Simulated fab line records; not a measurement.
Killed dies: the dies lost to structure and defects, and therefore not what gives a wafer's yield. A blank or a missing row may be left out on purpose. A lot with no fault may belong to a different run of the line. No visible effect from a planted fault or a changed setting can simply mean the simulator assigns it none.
fab line records    flow n5_finfet    part 1 of 2: steps 1 to 21 of 31
record: lots: 5  wafers: 15  last_day: 17
route steps=1938 shown BEOL_M8@1371 BEOL_M9@1401
lots untouched by any fault: they come from a run of this same line in which no faults occurred
start_h: start of the lot's first displayed wafer, in hours after the record's first day    wait_h: how many hours have passed since the lot's step before this one    " repeats the value in the row above    L1.1+2: a row that stands for several wafers    - no value present, or no start provided    * or withheld: withheld    < > ~ a bound
route shown NAME@n: a module of which the file shows steps, and the number in the route of the first    usual: mean/standard deviation of fault-free wafers    same: alike in all rows    chamber/n: place in a boat    sites: readings site by site    _std_site: the standard deviation of these    _edge_site: inner sites' mean taken away from outer sites' mean    radius_mm: for every site, how far away it sits from the centre of the wafer    mask NAME#n: copy n    behind: tool/chamber where the wafer was last shaped    hold: what put the lot on hold/how long, in hours/how the hold closed    device: transistor that didn't switch, given as n, p or np    end of line: tests of these same wafers at the route's end    a step with no rows: only its recipe    killed: dies lost to structure and defects at the first sort, not the wafer's yield    map: the dies of a wafer, with x for killed, . for not killed, _ for no die there
set.NAME: the setting as run; set.NAME@STEP: as run at that earlier step    model.NAME: the simulator's own value behind a step, which no gauge read
certain route steps with their lots: each step a table, each wafer a row
services: a tool's chamber out of use, with start hour (start_h, from the record's first day; less than 0 if before it), hours out, and reason
== steps ==
step: N5_BEOL_M8_ETCH_66
recipe: chemistry: N2/H2  target: SOC  target_depth_a: 800  overetch_a: 160  mask_material: SiARC  temp_c: 40  time_s: 120  ion_energy_ev: 200  pressure_mtorr: 30  source_w: 840  bias_w: 150  n2_flow_sccm: 200  h2_flow_sccm: 200
usual: drypump_motor_current_A: 5.4/0.41  oes_product_au: 0.61/0.053  rf_vpp_V: 525.1/2.1  showerhead_plenum_p_Torr: 2.59/0.07  throttle_valve_pct: 17.8/0.3
same: time_s: 120
lot.wafer  tool         chamber  start_h  wait_h  drypump_motor_current_A  oes_product_au  rf_hours_counter_h  rf_vpp_V  showerhead_plenum_p_Torr  throttle_valve_pct
L075.2     rie_diel-01  1        202.82   0.0     5.7                      0.67            37                  527.8     2.71                      18.1
L075.3     "            3        "        "       5.8                      0.59            128                 522.9     2.55                      18.2
L075.5     "            2        "        "       5.2                      0.62            -                   525.8     2.58                      17.6
L077.1     rie_diel-01  3        214.92   0.0     5.7                      0.58            132                 524.0     2.55                      18.2
L077.2     "            0        "        "       6.0                      0.76            0                   527.7     2.72                      17.7
L077.3     "            2        "        "       5.2                      0.60            100                 525.3     2.57                      17.6
L078.1     rie_diel-02  1        231.78   0.0     5.0                      0.61            114                 527.2     2.68                      17.9
L078.3     "            2        "        "       6.4                      0.64            70                  527.8     2.65                      17.5
L078.6     "            0        "        "       4.9                      0.58            -                   524.7     2.55                      17.9
L083.2     rie_diel-05  0        245.29   0.0     5.4                      0.64            80                  522.8     2.45                      17.9
L083.5     "            1        "        "       5.6                      0.57            -                   526.3     2.62                      17.2
L083.6     "            0        "        "       5.4                      0.65            -                   522.7     2.45                      17.9
L095.2     rie_diel-02  3        334.87   0.0     5.2                      0.56            182                 523.7     2.55                      18.0
L095.3     "            1        "        "       5.0                      0.59            151                 525.4     2.67                      17.9
L095.5     "            0        "        "       4.9                      0.54            -                   523.0     2.54                      18.0
step: N5_BEOL_M8_STRIP_69
recipe: chemistry: N2/H2  temp_c: 40  n2_flow_sccm: 200  h2_flow_sccm: 200  rf_frequency_hz: 6e+07
lot.wafer   tool         chamber  start_h  wait_h
L075.2+3+5  rie_diel-01  1,3,2    202.90   0.0
L077.1+2+3  rie_diel-01  3,0,2    215.00   0.0
L078.1+3+6  rie_diel-02  1,2,0    231.86   0.0
L083.2+5+6  rie_diel-05  0,1,0    245.37   0.0
L095.2+3+5  rie_diel-02  3,1,0    334.95   0.0
step: N5_BEOL_M8_STRIP_73
recipe: chemistry: N2/H2  temp_c: 40  n2_flow_sccm: 200  h2_flow_sccm: 200  rf_frequency_hz: 6e+07
lot.wafer   tool         chamber  start_h  wait_h
L075.2+3+5  rie_diel-01  1,3,2    202.91   0.0
L077.1+2+3  rie_diel-01  3,0,2    215.01   0.0
L078.1+3+6  rie_diel-02  1,2,0    231.87   0.0
L083.2+5+6  rie_diel-05  0,1,0    245.38   0.0
L095.2+3+5  rie_diel-02  3,1,0    334.96   0.0
step: N5_BEOL_M8_VIA_ETCH_34
recipe: chemistry: C4F6/O2  target: SiCOH_lowk  target_depth_a: 1255  mask_material: SOC  taper_deg: 4  time_s: 50.5  ion_energy_ev: 250  pressure_mtorr: 30  source_w: 345  bias_w: 185  Ar_flow_sccm: 300  C4F6_flow_sccm: 10  O2_flow_sccm: 10
usual: drypump_motor_current_A: 5.4/0.4  oes_product_au: 0.80/0.073  rf_vpp_V: 674/13  showerhead_plenum_p_Torr: 2.89/0.082  throttle_valve_pct: 20.85/0.28
same: time_s: 50.5
lot.wafer  tool         chamber  start_h  wait_h  drypump_motor_current_A  oes_product_au  rf_hours_counter_h  rf_vpp_V  showerhead_plenum_p_Torr  throttle_valve_pct
L075.2     rie_diel-01  1        202.92   0.0     5.7                      0.87            37                  687       3.01                      21.13
L075.3     "            3        "        "       5.7                      0.75            128                 660       2.87                      21.26
L075.5     "            2        "        "       5.2                      0.78            -                   681       2.86                      20.48
L077.1     rie_diel-01  3        215.02   0.0     5.7                      0.75            132                 659       2.86                      21.30
L077.2     "            0        "        "       6.1                      1.02            0                   691       3.00                      20.59
L077.3     "            2        "        "       5.2                      0.76            100                 680       2.85                      20.46
L078.1     rie_diel-02  1        231.88   0.0     5.0                      0.77            114                 670       3.01                      21.01
L078.3     "            2        "        "       6.3                      0.82            70                  657       3.03                      21.02
L078.6     "            0        "        "       4.9                      0.76            -                   688       2.81                      20.67
L083.2     rie_diel-05  0        245.39   0.0     5.4                      0.86            80                  654       2.77                      21.07
L083.5     "            1        "        "       5.6                      0.74            -                   693       2.96                      20.54
L083.6     "            0        "        "       5.4                      0.85            -                   654       2.77                      21.06
L095.2     rie_diel-02  3        334.97   0.0     5.2                      0.73            182                 664       2.84                      21.06
L095.3     "            1        "        "       4.9                      0.73            151                 669       2.99                      21.05
L095.5     "            0        "        "       4.9                      0.73            -                   686       2.79                      20.73
step: N5_BEOL_M8_STRIP_76
recipe: chemistry: C4F6/O2  resist: SiARC  rf_frequency_hz: 6e+07
lot.wafer   tool         chamber  start_h  wait_h
L075.2+3+5  rie_diel-01  1,3,2    202.96   0.0
L077.1+2+3  rie_diel-01  3,0,2    215.07   0.0
L078.1+3+6  rie_diel-02  1,2,0    231.92   0.0
L083.2+5+6  rie_diel-05  0,1,0    245.43   0.0
L095.2+3+5  rie_diel-02  3,1,0    335.01   0.0
step: N5_BEOL_M8_STRIP_36
recipe: chemistry: N2/H2  power_w: 450  temp_c: 40  pressure_mtorr: 20  rf_frequency_hz: 6e+07  overash_fraction: 0.3  bias_power_w: 7  h2_frac: 0.5  n2_flow_sccm: 200  h2_flow_sccm: 200
usual: drypump_motor_current_A: 5.4/0.41  oes_product_au: 0.80/0.074  rf_vpp_V: 59.4/1.4  showerhead_plenum_p_Torr: 2.59/0.07  throttle_valve_pct: 23.7/0.43
lot.wafer  tool         chamber  start_h  wait_h  drypump_motor_current_A  oes_product_au  rf_hours_counter_h  rf_vpp_V  showerhead_plenum_p_Torr  throttle_valve_pct
L075.2     rie_diel-01  1        202.97   0.0     5.7                      0.88            37                  61.7      2.71                      24.1
L075.3     "            3        "        "       5.7                      0.78            128                 58.7      2.54                      24.1
L075.5     "            2        "        "       5.2                      0.79            -                   59.3      2.57                      23.4
L077.1     rie_diel-01  3        215.08   0.0     5.8                      0.76            132                 61.5      2.54                      24.1
L077.2     "            0        "        "       6.1                      1.02            0                   60.4      2.72                      23.5
L077.3     "            2        "        "       5.2                      0.79            100                 59.7      2.57                      23.4
L078.1     rie_diel-02  1        231.93   0.0     5.0                      0.77            114                 64.7      2.68                      23.8
L078.3     "            2        "        "       6.3                      0.83            70                  62.1      2.65                      23.2
L078.6     "            0        "        "       4.8                      0.76            -                   57.1      2.55                      23.9
L083.2     rie_diel-05  0        245.44   0.0     5.4                      0.85            80                  57.4      2.44                      23.9
L083.5     "            1        "        "       5.6                      0.75            -                   57.3      2.61                      22.8
L083.6     "            0        "        "       5.4                      0.85            -                   59.1      2.44                      23.9
L095.2     rie_diel-02  3        335.02   0.0     5.2                      0.70            182                 62.3      2.54                      23.8
L095.3     "            1        "        "       5.0                      0.73            151                 60.0      2.67                      23.9
L095.5     "            0        "        "       4.9                      0.73            -                   57.4      2.53                      24.0
step: N5_BEOL_M8_TRENCH_ETCH_37
recipe: chemistry: C4F6/O2  target_depth_a: 934.78  target: SiCOH_lowk  time_s: 31.2  ion_energy_ev: 250  pressure_mtorr: 30  source_w: 345  bias_w: 185  Ar_flow_sccm: 300  C4F6_flow_sccm: 10  O2_flow_sccm: 10
usual: drypump_motor_current_A: 5.4/0.41  oes_product_au: 0.80/0.074  rf_vpp_V: 674/13  showerhead_plenum_p_Torr: 2.89/0.082  throttle_valve_pct: 20.88/0.28
same: time_s: 31.2
lot.wafer  tool         chamber  start_h  wait_h  drypump_motor_current_A  oes_product_au  rf_hours_counter_h  rf_vpp_V  showerhead_plenum_p_Torr  throttle_valve_pct
L075.2     rie_diel-01  1        -        -       5.7                      0.87            37                  684       3.01                      21.17
L075.3     "            3        "        "       5.7                      0.75            128                 662       2.87                      21.32
L075.5     "            2        "        "       5.2                      0.78            -                   679       2.86                      20.50
L077.1     rie_diel-01  3        -        -       5.7                      0.76            132                 660       2.87                      21.31
L077.2     "            0        "        "       6.0                      1.02            0                   692       3.00                      20.62
L077.3     "            2        "        "       5.2                      0.77            100                 681       2.85                      20.50
L078.1     rie_diel-02  1        -        -       5.0                      0.77            114                 671       3.01                      21.03
L078.3     "            2        "        "       6.4                      0.82            70                  657       3.03                      21.05
L078.6     "            0        "        "       4.9                      0.74            -                   688       2.81                      20.70
L083.2     rie_diel-05  0        -        -       5.4                      0.86            80                  655       2.77                      21.09
L083.5     "            1        "        "       5.6                      0.74            -                   692       2.96                      20.56
L083.6     "            0        "        "       5.4                      0.86            -                   655       2.77                      21.09
L095.2     rie_diel-02  3        -        -       5.2                      0.73            182                 664       2.84                      21.08
L095.3     "            1        "        "       5.0                      0.73            151                 670       2.99                      21.09
L095.5     "            0        "        "       4.9                      0.72            -                   688       2.79                      20.74
step: N5_BEOL_M8_ETCH_41
recipe: chemistry: CH3F/O2  target: SiCN  target_depth_a: 319  taper_deg: 2  time_s: 57.8  ion_energy_ev: 120  mask_material: TiN  pressure_mtorr: 30  source_w: 395  bias_w: 75  Ar_flow_sccm: 150  CH3F_flow_sccm: 30  O2_flow_sccm: 20
usual: drypump_motor_current_A: 5.4/0.41  oes_product_au: 0.80/0.075  rf_vpp_V: 298.1/1.4  showerhead_plenum_p_Torr: 2.04/0.06  throttle_valve_pct: 16.27/0.24
same: time_s: 57.8
lot.wafer  tool         chamber  start_h  wait_h  drypump_motor_current_A  oes_product_au  rf_hours_counter_h  rf_vpp_V  showerhead_plenum_p_Torr  throttle_valve_pct
L075.2     rie_diel-01  1        -        -       5.7                      0.87            37                  300.1     2.13                      16.50
L075.3     "            3        "        "       5.7                      0.75            128                 297.2     2.01                      16.66
L075.5     "            2        "        "       5.2                      0.78            -                   297.9     2.01                      15.91
L077.1     rie_diel-01  3        -        -       5.7                      0.75            132                 298.2     2.01                      16.66
L077.2     "            0        "        "       6.0                      1.02            0                   300.5     2.11                      16.01
L077.3     "            2        "        "       5.2                      0.77            100                 297.2     2.01                      15.94
L078.1     rie_diel-02  1        -        -       4.9                      0.77            114                 300.2     2.11                      16.34
L078.3     "            2        "        "       6.3                      0.82            70                  299.8     2.13                      16.37
L078.6     "            0        "        "       4.9                      0.76            -                   297.6     1.98                      16.19
L083.2     rie_diel-05  0        -        -       5.4                      0.86            80                  296.6     1.94                      16.40
L083.5     "            1        "        "       5.6                      0.75            -                   298.8     2.09                      16.04
L083.6     "            0        "        "       5.4                      0.86            -                   295.6     1.94                      16.42
L095.2     rie_diel-02  3        -        -       5.2                      0.72            182                 295.9     1.99                      16.51
L095.3     "            1        "        "       5.0                      0.73            151                 299.5     2.10                      16.43
L095.5     "            0        "        "       4.8                      0.72            -                   297.5     1.96                      16.24
step: N5_BEOL_M8_STRIP_80
recipe: chemistry: N2/H2  time_s: 10  power_w: 450  temp_c: 40  pressure_mtorr: 20  rf_frequency_hz: 6e+07  bias_power_w: 7  n2_flow_sccm: 200  h2_flow_sccm: 200
usual: drypump_motor_current_A: 5.4/0.41  oes_product_au: 0.80/0.074  rf_vpp_V: 59.3/0.88  showerhead_plenum_p_Torr: 2.59/0.07  throttle_valve_pct: 23.7/0.43
same: time_s: 10
lot.wafer  tool         chamber  start_h  wait_h  drypump_motor_current_A  oes_product_au  rf_hours_counter_h  rf_vpp_V  showerhead_plenum_p_Torr  throttle_valve_pct
L075.2     rie_diel-01  1        -        -       5.7                      0.88            37                  59.4      2.71                      24.1
L075.3     "            3        "        "       5.7                      0.76            128                 60.1      2.54                      24.1
L075.5     "            2        "        "       5.2                      0.80            -                   59.3      2.57                      23.4
L077.1     rie_diel-01  3        -        -       5.7                      0.76            132                 59.1      2.54                      24.1
L077.2     "            0        "        "       6.0                      1.00            1                   60.8      2.72                      23.5
L077.3     "            2        "        "       5.2                      0.80            100                 58.9      2.57                      23.4
L078.1     rie_diel-02  1        -        -       5.0                      0.77            114                 60.1      2.68                      23.8
L078.3     "            2        "        "       6.3                      0.83            70                  59.8      2.65                      23.2
L078.6     "            0        "        "       4.9                      0.76            -                   59.9      2.55                      23.9
L083.2     rie_diel-05  0        -        -       5.4                      0.84            80                  59.3      2.44                      23.9
L083.5     "            1        "        "       5.6                      0.74            -                   59.4      2.61                      22.8
L083.6     "            0        "        "       5.4                      0.84            -                   57.3      2.44                      23.9
L095.2     rie_diel-02  3        -        -       5.2                      0.71            182                 58.6      2.54                      23.8
L095.3     "            1        "        "       5.0                      0.74            151                 59.6      2.66                      23.9
L095.5     "            0        "        "       4.9                      0.73            -                   60.0      2.53                      23.9
step: N5_BEOL_M8_OCD_MEAS_38
usual: trench_depth_nm: 93.4/2.3
lot.wafer  tool    chamber  start_h  wait_h  trench_depth_nm
L075.2     ocd-01  -        203.17   -       93.7
L075.3     "       -        "        "       90.7
L075.5     "       -        "        "       90.0
L077.1     ocd-02  -        215.27   -       92.2
L077.2     "       -        "        "       97.0
L077.3     "       -        "        "       91.2
L078.1     ocd-01  -        232.13   -       88.4
L078.3     "       -        "        "       91.9
L078.6     "       -        "        "       93.0
L083.2     ocd-01  -        245.64   -       95.8
L083.5     "       -        "        "       93.6
L083.6     "       -        "        "       95.5
L095.2     ocd-02  -        335.22   -       96.1
L095.3     "       -        "        "       87.5
L095.5     "       -        "        "       93.6
step: N5_BEOL_M8_HM_STRIP_39
recipe: chemistry: peroxide_tin_strip  material: TiN  target_depth_a: 250  temp_c: 50  time_s: 158
same: time_s: 158
lot.wafer   tool          chamber  start_h  wait_h
L075.2+3+5  wet_bench-01  7,3,1    203.22   0.1
L077.1+2+3  wet_bench-04  1,6,7    215.31   0.0
L078.1+3+6  wet_bench-01  1,2,4    232.16   0.0
L083.2+5+6  wet_bench-02  5,6,7    245.67   0.0
L095.2+3+5  wet_bench-04  5,0,4    335.25   0.0
step: N5_BEOL_M8_SRD_40
recipe: time_s: 30  temp_c: 23  rinse_liquid: diw  dry: ipa_marangoni
same: time_s: 30
lot.wafer   tool          chamber  start_h  wait_h
L075.2+3+5  wet_bench-01  7,3,1    203.27   0.0
L077.1+2+3  wet_bench-04  1,6,7    215.35   0.0
L078.1+3+6  wet_bench-01  1,2,4    232.21   0.0
L083.2+5+6  wet_bench-02  5,6,7    245.72   0.0
L095.2+3+5  wet_bench-04  5,0,4    335.30   0.0
step: N5_BEOL_M8_PRECLEAN_42
recipe: chemistry: residue_remover  time_s: 60  temp_c: 40
same: time_s: 60
lot.wafer   tool          chamber  start_h  wait_h
L075.2+3+5  wet_bench-01  7,3,1    203.29   0.0
L077.1+2+3  wet_bench-04  1,6,7    215.37   0.0
L078.1+3+6  wet_bench-01  1,2,4    232.22   0.0
L083.2+5+6  wet_bench-02  5,6,7    245.73   0.0
L095.2+3+5  wet_bench-04  5,0,4    335.31   0.0
step: N5_BEOL_M8_SRD_43
recipe: time_s: 30  temp_c: 23  rinse_liquid: diw  dry: ipa_marangoni
same: time_s: 30
lot.wafer   tool          chamber  start_h  wait_h
L075.2+3+5  wet_bench-01  7,3,1    203.30   0.0
L077.1+2+3  wet_bench-04  1,6,7    215.39   0.0
L078.1+3+6  wet_bench-01  1,2,4    232.24   0.0
L083.2+5+6  wet_bench-02  5,6,7    245.75   0.0
L095.2+3+5  wet_bench-04  5,0,4    335.33   0.0
step: N5_BEOL_M8_CD_MEAS_35
recipe: target_cd_nm: 40  polarity: opening
usual: cd_nm: 40.4/0.71
lot.wafer  tool       chamber  start_h  wait_h  cd_nm
L075.2     cd_sem-03  -        203.35   0.0     39.7
L075.3     "          -        "        "       41.5
L075.5     "          -        "        "       40.9
L077.1     cd_sem-01  -        215.43   0.0     39.5
L077.2     "          -        "        "       40.7
L077.3     "          -        "        "       40.4
L078.1     cd_sem-01  -        232.29   0.0     40.8
L078.3     "          -        "        "       41.1
L078.6     "          -        "        "       40.0
L083.2     cd_sem-01  -        245.79   0.0     39.9
L083.5     "          -        "        "       39.7
L083.6     "          -        "        "       40.1
L095.2     cd_sem-02  -        335.37   0.0     40.9
L095.3     "          -        "        "       41.4
L095.5     "          -        "        "       40.2
step: N5_BEOL_M8_CURE_75
recipe: temp_c: 370  time_s: 120  ambient: DMADMS/He  material: SiCOH_lowk
usual: lamp_power_pct: 52.31/0.053  wafer_temp_C_max: 372.1/0.72
same: time_s: 120
lot.wafer  tool        chamber  start_h  wait_h  lamp_power_pct  wafer_temp_C_max
L075.2     uv_cure-02  0        203.49   0.1     52.25           371.8
L075.3     "           0        "        "       52.36           372.4
L075.5     "           0        "        "       52.30           372.5
L077.1     uv_cure-03  2        215.47   0.0     52.41           372.6
L077.2     "           2        "        "       52.39           371.8
L077.3     "           2        "        "       52.22           372.8
L078.1     uv_cure-01  0        232.33   0.0     52.34           373.0
L078.3     "           0        "        "       52.29           373.7
L078.6     "           0        "        "       52.37           372.4
L083.2     uv_cure-03  0        245.88   0.1     52.31           371.6
L083.5     "           0        "        "       52.24           371.5
L083.6     "           0        "        "       52.45           372.0
L095.2     uv_cure-03  1        335.51   0.1     52.32           373.5
L095.3     "           1        "        "       52.24           373.2
L095.5     "           1        "        "       52.29           372.0
step: N5_BEOL_M8_DEGAS_44
recipe: ambient: vacuum  temp_c: 250  time_s: 60
usual: heater_power_w: 321/34
same: time_s: 60
lot.wafer  tool            chamber  start_h  wait_h  heater_power_w
L075.2     pvd_sputter-03  -        204.18   0.6     267
L075.3     "               -        "        "       391
L075.5     "               -        "        "       393
L077.1     pvd_sputter-01  -        216.14   0.6     352
L077.2     "               -        "        "       336
L077.3     "               -        "        "       297
L078.1     pvd_sputter-01  -        232.72   0.3     338
L078.3     "               -        "        "       344
L078.6     "               -        "        "       317
L083.2     pvd_sputter-02  -        246.22   0.3     355
L083.5     "               -        "        "       334
L083.6     "               -        "        "       346
L095.2     pvd_sputter-01  -        336.05   0.4     323
L095.3     "               -        "        "       292
L095.5     "               -        "        "       317
step: N5_BEOL_M8_PRE_CLEAN_45
recipe: gas: H2/He  time_s: 30  temp_c: 250
usual: heater_power_w: 322/34
same: time_s: 30
lot.wafer  tool            chamber  start_h  wait_h  heater_power_w
L075.2     pvd_sputter-03  -        204.22   0.0     278
L075.3     "               -        "        "       389
L075.5     "               -        "        "       373
L077.1     pvd_sputter-01  -        216.18   0.0     348
L077.2     "               -        "        "       328
L077.3     "               -        "        "       299
L078.1     pvd_sputter-01  -        232.76   0.0     332
L078.3     "               -        "        "       353
L078.6     "               -        "        "       327
L083.2     pvd_sputter-02  -        246.26   0.0     358
L083.5     "               -        "        "       336
L083.6     "               -        "        "       337
L095.2     pvd_sputter-01  -        336.09   0.0     330
L095.3     "               -        "        "       293
L095.5     "               -        "        "       321
step: N5_BEOL_M8_ALD_77
recipe: material: TaN  target_thk_a: 20  temp_c: 275  ald_precursor_family: PDMAT  ald_co_reactant: NH3  pressure_torr: 3  carrier_flow_sccm: 1500  pulse_time_s: 2  purge_time_s: 3  co_reactant_purge_time_s: 2  co_reactant_pulse_time_s: 3  ald_cycles: 40  precursor_vessel_temp_c: 75  precursor_vessel_pressure_torr: 26.25  precursor_vessel_carrier_sccm: 1000
usual: heater_power_outer_w: 229/28  heater_power_w: 409/55  precursor_vessel_carrier_sccm: 1000.2/3
lot.wafer  tool          chamber  start_h  wait_h  heater_power_outer_w  heater_power_w  precursor_vessel_carrier_sccm
L075.2     ald_metal-01  2        204.41   0.2     284                   474             1003.0
L075.3     "             0        "        "       231                   397             1000.6
L075.5     "             1        "        "       246                   465             996.7
L077.1     ald_metal-03  3        216.24   0.0     218                   365             1000.9
L077.2     "             2        "        "       241                   474             998.0
L077.3     "             1        "        "       278                   502             1001.1
L078.1     ald_metal-03  3        232.91   0.1     215                   383             999.3
L078.3     "             1        "        "       281                   513             1000.8
L078.6     "             3        "        "       220                   377             1000.4
L083.2     ald_metal-03  2        246.32   0.0     247                   457             1001.5
L083.5     "             2        "        "       249                   448             1001.2
L083.6     "             1        "        "       278                   508             999.8
L095.2     ald_metal-04  1        336.15   0.0     202                   374             1002.2
L095.3     "             3        "        "       201                   326             997.7
L095.5     "             3        "        "       196                   340             1003.3
step: N5_BEOL_M8_SURFACE_TREAT_79
recipe: gas: Ar  time_s: *  ion_energy_ev: *  ion_current_ma_cm2: 0.5  pressure_mtorr: *  ar_flow_sccm: 30
usual: throttle_valve_pct: *
same: time_s: *
lot.wafer  tool            chamber  start_h  wait_h  throttle_valve_pct
L075.2     pvd_sputter-01  -        204.74   0.2     *
L075.3     "               -        "        "       *
L075.5     "               -        "        "       *
L077.1     pvd_sputter-01  -        216.54   0.2     *
L077.2     "               -        "        "       *
L077.3     "               -        "        "       *
L078.1     pvd_sputter-03  -        233.34   0.3     *
L078.3     "               -        "        "       *
L078.6     "               -        "        "       *
L083.2     pvd_sputter-01  -        246.69   0.2     *
L083.5     "               -        "        "       *
L083.6     "               -        "        "       *
L095.2     pvd_sputter-01  -        336.67   0.4     *
L095.3     "               -        "        "       *
L095.5     "               -        "        "       *
step: N5_BEOL_M8_CVD_78
recipe: material: Co  target_thk_a: 20  temp_c: withheld  precursor: CCTBA/H2  pressure_torr: 30  time_s: 142.3
same: time_s: 142.3
lot.wafer   tool       chamber  start_h  wait_h
L075.2+3+5  cvd_co-01  2,0,1    205.03   0.3
L077.1+2+3  cvd_co-02  0,2,1    216.64   0.1
L078.1+3+6  cvd_co-02  2,1,1    233.40   0.0
L083.2+5+6  cvd_co-01  1,0,1    246.75   0.0
L095.2+3+5  cvd_co-01  2,0,2    336.78   0.1
